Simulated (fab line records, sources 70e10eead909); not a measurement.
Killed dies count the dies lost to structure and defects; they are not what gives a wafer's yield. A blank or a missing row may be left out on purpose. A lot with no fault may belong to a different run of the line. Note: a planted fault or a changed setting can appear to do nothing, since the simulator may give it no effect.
A lot that was struck, set against a sound lot	flow nandHarc	13 out of 1159 route steps
Sound: wafers L237.2, L237.5, L237.6. Wafers struck: L225.2, L225.3, L225.6. At the end, the cause is stated.
Each step with rows lists, per side, the tool, then ch with its chambers, then its first start. Under that, the readings that differ: sound wafers	struck wafers	difference of the means	sigmas: that difference in standard deviations of wafers without a fault.
alike: readings with means less than 2 such deviations apart, plus words and numbers identical on both sides. not compared: withheld readings, readings lacking a value on some wafer, bounds such as >300 that could conceal the same value, and numbers that have no deviation in the record and whose values overlap.
Wherever a step has rows on one side only, a row that says differs or no value, or a row with sigmas, the two part there. When numbers do not overlap yet have no deviation, they are printed without sigmas and do not part them. A reading missing from all wafers of one side parts the sides only when that side holds two or more wafers.

first, 1 step without rows for these wafers: NHARC_A_ONON_D1_DEP_19 (target thk 1000 nm).
NHARC_A_ONON_D1_THK_MEAS_21: measures by ellipsometry.
  sound: filmMetro-01 at day 12 15:33; struck: filmMetro-02 at day 9 16:38
  alike: thkNm
following that, 1 step holds no rows for these wafers, namely NHARC_A_ONON_D1_DEP_22 (target thickness 1000 nm).
NHARC_A_ONON_D1_THK_MEAS_24: measures by ellipsometry.
  sound: filmMetro-01 at day 12 16:25; struck: filmMetro-02 at day 9 17:12
  alike: thkNm
following that, 1 step holds no rows for these wafers, namely NHARC_A_ONON_D1_DEP_25 (target thickness 1000 nm).
NHARC_A_ONON_D1_THK_MEAS_27: measures by ellipsometry.
  sound: filmMetro-01 at day 12 16:58; struck: filmMetro-01 at day 9 17:46
  alike: thkNm
following that, 1 step holds no rows for these wafers, namely NHARC_A_ONON_D1_DEP_28 (target thickness 1000 nm).
NHARC_A_ONON_D1_THK_MEAS_30: measures by ellipsometry.
  sound: filmMetro-02 at day 12 17:33; struck: filmMetro-02 at day 9 18:20
  alike: thkNm
NHARC_A_ONON_D1_DEP_33: deposits SiO2, target thk 200 nm.
  sound on pecvd-04 ch 0,1,2, day 12 17:36; struck on pecvd-01 ch 0,2, day 9 18:26
  alike: heaterPowerW, susceptorTempC, throttleValvePct
NHARC_A_ONON_D1_THK_MEAS_34: measures by ellipsometry.
  sound: filmMetro-02 at day 12 18:01; struck: filmMetro-01 at day 9 18:47
  alike: thkNm
NHARC_A_ONON_D1_INSPECT_32:
  sound: defectInspect-02 at day 12 18:05; struck: defectInspect-01 at day 9 18:52
  alike: rawDefectCount
NHARC_A_CHANNEL_HOLE_D1_DEP_00: deposits aC, target thk 3100 nm.
  sound on aclDep-01 ch 0, day 12 18:28; struck on aclDep-03 ch 0, day 9 21:28
reading	sound	struck	difference	sigmas
susceptorTempC (C)	- - -	399.39 399.61 399.54	no value on the sound wafers	
  alike: throttleValvePct
NHARC_A_CHANNEL_HOLE_D1_DEP_01: deposits SiON, target thk 140 nm.
  sound on pecvd-03 ch 0,2, day 12 20:04; struck on pecvd-03 ch 0,1, day 9 23:04
  alike: heaterPowerW, susceptorTempC

## WHERE THEY PART
NHARC_A_CHANNEL_HOLE_D1_DEP_00 only, going by this record. Later steps at which nothing parts them and some readings are alike: NHARC_A_CHANNEL_HOLE_D1_DEP_01.

WHY: whatever the simulator had introduced
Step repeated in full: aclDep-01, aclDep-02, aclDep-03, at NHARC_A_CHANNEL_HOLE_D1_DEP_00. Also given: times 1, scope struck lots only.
